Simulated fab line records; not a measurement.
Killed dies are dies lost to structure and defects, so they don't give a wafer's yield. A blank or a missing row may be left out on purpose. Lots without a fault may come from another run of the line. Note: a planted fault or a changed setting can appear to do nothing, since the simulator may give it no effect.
Matching of chambers | flow nandHarc | NHARC_P_M2_ETCH_35 on rieDiel-04 has 4 sister chambers
The step etches the open film in N2/H2, target depth 40 nm, overetch 12 nm, time 43.94 s. 8 wafers are shown with their chamber, then 7 later ones without.

WAFERS WITH THEIR CHAMBER
wafer  | chamber | drypumpMotorCurrentA (A) | rfVppV (V)
L079.1 | 2       | 6.6                      | 428.8
L079.6 | 2       | 6.5                      | 426.3
L084.4 | 1       | 5.7                      | 431.2
L085.1 | 1       | 5.7                      | 430.3
L085.3 | 3       | 5.3                      | 431.7
L085.6 | 0       | 5.8                      | 434.2
L086.3 | 0       | 5.7                      | 432.0
L086.5 | 3       | 5.3                      | 431.8

WAFERS WITH NO CHAMBER GIVEN
wafer  | drypumpMotorCurrentA (A) | rfVppV (V)
L086.6 | 6.6                      | 428.8
L090.1 | 6.6                      | 430.3
L090.4 | 5.7                      | 433.5
L090.6 | 5.3                      | 435.8
L093.1 | 6.6                      | 427.5
L093.4 | 5.7                      | 431.6
L093.5 | 5.3                      | 434.2

THE CHAMBER EACH PASSED THROUGH
wafer  | from the rows above     | in truth
L086.6 | 2                       | 2
L090.1 | 2                       | 2
L090.4 | can't be placed: 0 or 1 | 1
L090.6 | 3                       | 3
L093.1 | 2                       | 2
L093.4 | can't be placed: 1 or 0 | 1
L093.5 | 3                       | 3
Correctly placed: 5 of 7. Unplaceable from these rows: 2, with the true chamber sitting among the candidates in 2. Wrongly placed: 0.
How it was worked out, from the rows above alone: a wafer's distance from a chamber is the root of the sum, over the readings, of the square of ((its reading less the chamber's mean) divided by the reading's scatter). If the next closest chamber is less than 2 further off than the closest, the wafer can't be placed; otherwise it belongs to the closest. For every chamber, the mean is computed from those of its wafers that are shown. The scatter: the root of (the sum of the squares of (reading less its chamber's mean) over the shown wafers, divided by (wafers less chambers)).
